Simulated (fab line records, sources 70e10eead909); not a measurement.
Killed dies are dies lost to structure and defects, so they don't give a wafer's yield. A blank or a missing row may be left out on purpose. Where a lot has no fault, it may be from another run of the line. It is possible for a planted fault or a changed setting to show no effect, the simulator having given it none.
Matching of chambers | flow nand harc | rie diel-01 running NHARC_THIN_TSV_ETCHBACK_48: 4 sister chambers
The step etches the open film in C4F8/Ar, target depth 1028.5 nm, time 405.17 s. 8 wafers are shown with their chamber, then 7 later ones without.

## WAFERS PAIRED WITH THEIR CHAMBERS
wafer  | chamber | rf vpp V (V) | oes product au (a.u.)
L905.1 | 1       | 547.9        | 0.930
L913.3 | 1       | 549.4        | 0.922
L916.3 | 3       | 542.3        | 0.921
L919.2 | 2       | 548.9        | 0.932
L919.3 | 0       | 548.3        | 0.925
L919.4 | 3       | 541.7        | 0.920
L922.1 | 0       | 547.7        | 0.948
L922.2 | 2       | 548.4        | 0.929

## WAFERS WITHOUT THEIR CHAMBER
wafer  | rf vpp V (V) | oes product au (a.u.)
L922.3 | 547.0        | 0.925
L924.1 | 547.4        | 0.920
L924.2 | 542.5        | 0.929
L924.4 | 546.9        | 0.923
L925.2 | 548.0        | 1.017
L925.3 | 548.1        | 0.997
L925.5 | 545.8        | 1.008

## EACH ONE'S CHAMBER
wafer  | from the rows above          | in truth
L922.3 | can't be placed: 0 or 1 or 2 | 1
L924.1 | can't be placed: 1 or 0 or 2 | 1
L924.2 | 3                            | 3
L924.4 | can't be placed: 0 or 1 or 2 | 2
L925.2 | can't be placed: 0 or 2 or 1 | 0
L925.3 | can't be placed: 0 or 2 or 1 | 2
L925.5 | can't be placed: 0 or 2 or 1 | 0
Correctly placed: 1 of 7. Can't be placed from these rows: 6 (the true chamber is among the candidates in 6). 0 placed wrongly.
How it was worked out, from the rows above alone: a wafer's distance from a chamber is the root of the sum, over the readings, of the square of ((its reading less the chamber's mean) divided by the reading's scatter). The wafer belongs to the nearest chamber; if the next one is less than 2 further off, it can't be placed. The mean given for a chamber averages the wafers shown for that chamber. How the scatter is found: for the shown wafers, subtract from each reading the mean of its chamber, square and add these, divide the total by (wafers less chambers), then take the root.
